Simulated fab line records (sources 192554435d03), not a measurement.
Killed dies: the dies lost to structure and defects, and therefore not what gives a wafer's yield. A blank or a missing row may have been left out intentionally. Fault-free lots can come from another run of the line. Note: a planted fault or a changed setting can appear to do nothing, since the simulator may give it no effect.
Which tool was responsible? + flow n5 finfet + 9 lots with 27 wafers sampled at 6 steps, on a route of 1938 steps

== WHAT THE GAUGES READ, wafer by wafer ==
N5_SD_EPI_P_EPI_MEAS_23.
| lot  | measured    | on            | thk nm (nm)    |
|------|-------------|---------------|----------------|
| L121 | day 4 03:05 | film metro-02 | 59.9 61.0 62.3 |
| L124 | day 4 23:03 | film metro-01 | 59.4 61.1 61.4 |
| L129 | day 6 14:05 | film metro-02 | 49.3 49.0 48.8 |
| L132 | day 6 22:30 | film metro-02 | 50.8 48.6 50.3 |
| L134 | day 7 09:10 | film metro-02 | 61.0 61.3 61.9 |
| L135 | day 7 15:40 | film metro-02 | 60.2 61.2 61.6 |
| L138 | day 8 10:06 | film metro-02 | 61.7 60.2 61.3 |
| L139 | day 8 16:12 | film metro-02 | 60.1 61.0 60.4 |
| L140 | day 8 21:29 | film metro-02 | 61.0 60.6 61.3 |

N5_BEOL_M4_RC_MEAS_101.
| lot  | measured     | on        | DIBL_N (mV/V)  | DIBL_P (mV/V)  | IOFF_N (nA/um) | IOFF_P (nA/um) | ION_N (uA/um) | ION_P (uA/um) | SS_N (mV/dec)  | SS_P (mV/dec)  | VT_N (mV)   | VT_P (mV)            |
|------|--------------|-----------|----------------|----------------|----------------|----------------|---------------|---------------|----------------|----------------|-------------|----------------------|
| L121 | day 8 21:33  | prober-02 | 36.7 34.8 35.7 | 36.7 35.0 36.1 | 0.18 0.14 0.16 | 0.21 0.19 0.20 | 680 679 670   | 458 463 464   | 71.9 71.4 71.3 | 73.9 73.4 73.5 | 246 251 249 | -251.4 -252.9 -251.7 |
| L124 | day 9 09:58  | prober-02 | 37.3 36.1 35.4 | 35.9 35.1 33.9 | 0.20 0.18 0.17 | 0.24 0.24 0.21 | 665 679 689   | 450 467 470   | 71.8 71.3 71.3 | 73.2 73.1 73.8 | 244 249 246 | -250.3 -250.9 -248.8 |
| L129 | day 11 20:26 | prober-02 | 36.6 37.1 34.2 | 37.2 38.2 34.3 | 0.17 0.18 0.12 | 0.23 0.26 0.18 | 676 684 663   | 463 472 460   | 71.1 71.7 70.6 | 73.9 74.3 72.4 | 250 246 255 | -246.2 -246.0 -249.6 |
| L132 | day 11 17:46 | prober-02 | 38.6 36.4 38.8 | 38.0 35.2 38.0 | 0.19 0.14 0.18 | 0.24 0.18 0.23 | 666 649 664   | 449 452 457   | 72.4 72.4 72.6 | 73.0 72.6 73.2 | 248 254 253 | -249.1 -252.1 -249.6 |
| L134 | day 11 22:42 | prober-02 | 37.0 37.3 39.1 | 35.9 34.9 38.0 | 0.15 0.14 0.19 | 0.20 0.19 0.25 | 671 645 681   | 459 444 464   | 72.1 71.8 71.4 | 73.0 72.9 73.8 | 251 253 249 | -251.3 -251.0 -246.2 |
| L135 | day 12 16:20 | prober-01 | 36.3 36.5 36.8 | 34.2 35.2 35.0 | 0.15 0.15 0.15 | 0.18 0.19 0.19 | 670 683 663   | 454 465 453   | 71.7 71.3 72.0 | 73.4 73.0 73.7 | 251 248 254 | -254.5 -249.9 -252.3 |
| L138 | day 13 10:04 | prober-02 | 36.7 38.1 38.2 | 36.8 38.8 38.9 | 0.15 0.17 0.17 | 0.20 0.22 0.23 | 670 671 678   | 454 458 458   | 71.4 71.5 72.2 | 73.5 73.9 73.0 | 253 248 249 | -255.1 -251.8 -251.8 |
| L139 | day 13 09:34 | prober-01 | 39.5 36.8 34.2 | 41.0 37.8 34.2 | 0.23 0.18 0.12 | 0.29 0.24 0.17 | 697 688 664   | 475 464 459   | 71.6 71.4 71.0 | 74.7 73.5 72.8 | 243 246 254 | -246.4 -246.8 -250.7 |
| L140 | day 13 21:25 | prober-01 | 38.1 37.5 37.7 | 41.2 39.5 39.4 | 0.24 0.21 0.21 | 0.30 0.26 0.26 | 691 684 661   | 474 467 449   | 72.1 71.8 72.3 | 73.9 74.3 74.0 | 243 248 247 | -243.0 -246.6 -245.4 |

== WHAT TOOL EACH LOT RAN ON (gives the tool, then ch and the chambers of the sampled wafers, and finally the start) ==
| lot  | N5_SD_EPI_N_LINER_46             | N5_SD_EPI_P_EPI_21             | N5_SD_ACTIVATION_LSA_01           | N5_ILD0_LINER_00                 |
|------|----------------------------------|--------------------------------|-----------------------------------|----------------------------------|
| L121 | ald sin-02 ch 0,1,3, day 3 21:31 | epi rpcvd-01 ch 0, day 4 00:10 | laser anneal-02 ch 0, day 4 03:29 | ald sin-02 ch 0,1, day 4 04:02   |
| L124 | ald sin-03 ch 1,3, day 4 18:16   | epi rpcvd-03 ch 0, day 4 21:34 | laser anneal-01 ch 0, day 4 23:31 | ald sin-04 ch 0,1, day 5 00:01   |
| L129 | ald sin-03 ch 1,2,3, day 6 03:50 | epi rpcvd-01 ch 0, day 6 09:30 | laser anneal-01 ch 0, day 6 15:04 | ald sin-04 ch 0,1,2, day 6 15:34 |
| L132 | ald sin-02 ch 2,3, day 6 18:02   | epi rpcvd-01 ch 0, day 6 20:40 | laser anneal-01 ch 0, day 6 22:56 | ald sin-02 ch 0,2,3, day 6 23:29 |
| L134 | ald sin-03 ch 1,2,3, day 7 04:53 | epi rpcvd-02 ch 0, day 7 06:59 | laser anneal-02 ch 0, day 7 09:35 | ald sin-02 ch 0,2,3, day 7 10:10 |
| L135 | ald sin-02 ch 1,3, day 7 11:21   | epi rpcvd-02 ch 0, day 7 13:50 | laser anneal-01 ch 0, day 7 16:06 | ald sin-03 ch 1,2, day 7 16:38   |
| L138 | ald sin-03 ch 1,2, day 8 05:49   | epi rpcvd-02 ch 0, day 8 08:37 | laser anneal-02 ch 0, day 8 10:34 | ald sin-02 ch 1,3, day 8 11:44   |
| L139 | ald sin-02 ch 0,1,2, day 8 10:50 | epi rpcvd-02 ch 0, day 8 14:43 | laser anneal-01 ch 0, day 8 16:41 | ald sin-02 ch 0,3, day 8 17:49   |
| L140 | ald sin-01 ch 0,1,3, day 8 16:22 | epi rpcvd-03 ch 0, day 8 19:03 | laser anneal-02 ch 0, day 8 21:56 | ald sin-02 ch 0,2,3, day 8 22:51 |
- N5_SD_EPI_N_LINER_46: material SiNx, target thk 3 nm.
- N5_SD_EPI_P_EPI_21: deposits SiGe:B, time 355 s.
- N5_SD_ACTIVATION_LSA_01: time 0.0008 s.
- N5_ILD0_LINER_00: material SiNx, target thk 4 nm, pulse time 1 s, purge time 2 s.

== WHAT THE TOOLS THEMSELVES READ (means of the sampled wafers that have a number; where no wafer has one, the mark that the record gives instead) ==
N5_SD_EPI_N_LINER_46.
| lot  | tool       | heater power outer w (W) | heater power w (W) | susceptor temp C (C) |
|------|------------|--------------------------|--------------------|----------------------|
| L121 | ald sin-02 | 532                      | 849                | 400.00               |
| L124 | ald sin-03 | 584                      | 943                | 400.26               |
| L129 | ald sin-03 | 532                      | 868                | 400.25               |
| L132 | ald sin-02 | 480                      | 770                | 400.07               |
| L134 | ald sin-03 | 528                      | 879                | 399.84               |
| L135 | ald sin-02 | 502                      | 792                | 400.01               |
| L138 | ald sin-03 | 529                      | 847                | 400.26               |
| L139 | ald sin-02 | 535                      | 846                | 400.15               |
| L140 | ald sin-01 | 501                      | 790                | 400.16               |

N5_SD_EPI_P_EPI_21.
| lot  | tool         | susceptor temp C (C) | susceptor_temp_C_max |
|------|--------------|----------------------|----------------------|
| L121 | epi rpcvd-01 | 549.82               | 551.5                |
| L124 | epi rpcvd-03 | 549.93               | 551.0                |
| L129 | epi rpcvd-01 | 549.88               | 551.7                |
| L132 | epi rpcvd-01 | 549.95               | 552.1                |
| L134 | epi rpcvd-02 | 550.03               | 552.1                |
| L135 | epi rpcvd-02 | 550.01               | 552.0                |
| L138 | epi rpcvd-02 | 549.84               | 551.8                |
| L139 | epi rpcvd-02 | 550.14               | 552.0                |
| L140 | epi rpcvd-03 | 550.03               | 551.0                |

N5_SD_ACTIVATION_LSA_01.
| lot  | tool            | wafer_temp_C_max |
|------|-----------------|------------------|
| L121 | laser anneal-02 | 1084.6           |
| L124 | laser anneal-01 | 1085.4           |
| L129 | laser anneal-01 | 1085.5           |
| L132 | laser anneal-01 | 1084.6           |
| L134 | laser anneal-02 | 1084.0           |
| L135 | laser anneal-01 | 1085.8           |
| L138 | laser anneal-02 | 1083.3           |
| L139 | laser anneal-01 | 1085.0           |
| L140 | laser anneal-02 | 1082.8           |

N5_ILD0_LINER_00.
| lot  | tool       | heater power outer w (W) | heater power w (W) | precursor pulse height rel | susceptor temp C (C) |
|------|------------|--------------------------|--------------------|----------------------------|----------------------|
| L121 | ald sin-02 | 558                      | 906                | 0.997                      | 399.97               |
| L124 | ald sin-04 | 525                      | 857                | 1.010                      | 400.04               |
| L129 | ald sin-04 | 503                      | 842                | 0.997                      | 400.22               |
| L132 | ald sin-02 | 517                      | 812                | 1.003                      | 400.05               |
| L134 | ald sin-02 | 515                      | 809                | 0.990                      | 400.10               |
| L135 | ald sin-03 | 517                      | 829                | 1.012                      | 400.00               |
| L138 | ald sin-02 | 519                      | 841                | 0.990                      | 400.08               |
| L139 | ald sin-02 | 514                      | 796                | 0.994                      | 399.97               |
| L140 | ald sin-02 | 515                      | 828                | 0.989                      | 399.94               |

== THE ANSWER, worked out from the rows above alone ==
Rule: usual is defined by the lots themselves. The widest of any qualifying gaps counts: lots, ordered by their means at a reading, are off when they make up no more than a third of the lots, leave a main group of 4 or more, and stand apart from it by 3 or more times the standard deviation of that group's means. Not used: any main group whose means are identical at the precision the tables above print for the reading. Also off: a lot with no number at a reading for which 4 or more lots have one. The other lots that the step has rows for count as sound. The gauges are gone through in route order, then the tools' own readings, and for those a lot's mean is taken as printed above. At the first step where some lot is off, the reading lying furthest off is the one used; lots without a number count as furthest.
Off: L129, L132 (N5_SD_EPI_P_EPI_MEAS_23, thk nm). The main group: mean 60.9 nm, standard deviation 0.28.
A tool fits if, at a process step before that reading, it ran every lot that is off, and no sound lot after the first of them. Gauges at N5_SD_EPI_P_EPI_MEAS_23: tried the same way as those tools. One candidate fits, namely epi rpcvd-01 at N5_SD_EPI_P_EPI_21. A fault onset in the window from L121 (day 4 00:10, its last sound lot) to L129 (day 6 09:30, its first lot off) fits.

== WHAT HAD BEEN PUT IN BY THE SIMULATOR ==
Site profile drift: epi rpcvd-01, from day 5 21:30 on, at N5_SD_EPI_P_EPI_21. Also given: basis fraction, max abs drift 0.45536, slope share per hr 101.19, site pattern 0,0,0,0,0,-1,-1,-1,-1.
Shown lots that were struck: L129, L132. The same result came from the rule above.
